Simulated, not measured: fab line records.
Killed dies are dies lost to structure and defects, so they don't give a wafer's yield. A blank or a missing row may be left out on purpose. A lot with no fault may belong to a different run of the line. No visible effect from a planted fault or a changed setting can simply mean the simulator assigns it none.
Chamber matching | flow nand-harc | NHARC_P_M1_CMP_23 on cmp-02: 4 sister chambers
The step polishes, t overpolish 20 s, target thk 157.82 nm. 8 wafers are shown with their chamber, then 9 later ones without.

== EACH WAFER AND ITS CHAMBER ==
wafer  | chamber | motor-current-A (A) | time-to-endpoint-s (s)
L087.1 | 3       | 12.6                | 27.2
L087.3 | 1       | 13.6                | 25.4
L088.3 | 1       | 14.0                | 27.5
L088.5 | 3       | 12.7                | 30.3
L088.6 | 2       | 12.1                | 32.2
L090.1 | 2       | 11.7                | 33.4
L090.2 | 0       | 12.3                | 28.7
L090.6 | 0       | 12.6                | 29.4

== WAFERS WHOSE CHAMBER IS MISSING ==
wafer  | motor-current-A (A) | time-to-endpoint-s (s)
L095.1 | 12.9                | 28.3
L095.2 | 12.1                | 31.4
L095.4 | 12.3                | 32.6
L096.3 | 14.2                | 30.2
L096.5 | 13.3                | 30.8
L096.6 | 12.2                | 33.0
L097.1 | 11.9                | 33.1
L097.5 | 12.4                | 33.5
L097.6 | 12.9                | 30.2

== WHICH CHAMBER EACH ONE RAN IN ==
wafer  | from the rows above          | in truth
L095.1 | can't be placed: 3 or 0      | 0
L095.2 | can't be placed: 2 or 0 or 3 | 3
L095.4 | can't be placed: 2 or 0 or 3 | 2
L096.3 | 1                            | 1
L096.5 | can't be placed: 3 or 1 or 0 | 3
L096.6 | can't be placed: 2 or 0      | 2
L097.1 | 2                            | 2
L097.5 | can't be placed: 2 or 0 or 3 | 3
L097.6 | can't be placed: 3 or 0      | 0
Correctly placed: 2 of 9. From these rows, 7 cannot be placed; in 7 the true chamber is one of the candidates. Placed wrongly: 0.
How it was worked out, from the rows above alone: a wafer's distance from a chamber is the root of the sum, over the readings, of the square of ((its reading less the chamber's mean) divided by the reading's scatter). If the next closest chamber is less than 2 further off than the closest, the wafer can't be placed; otherwise it belongs to the closest. For every chamber, the mean is computed from those of its wafers that are shown. The scatter: take each reading less its chamber's mean, square it, sum over the shown wafers, divide by the number of wafers less the number of chambers, and take the root.
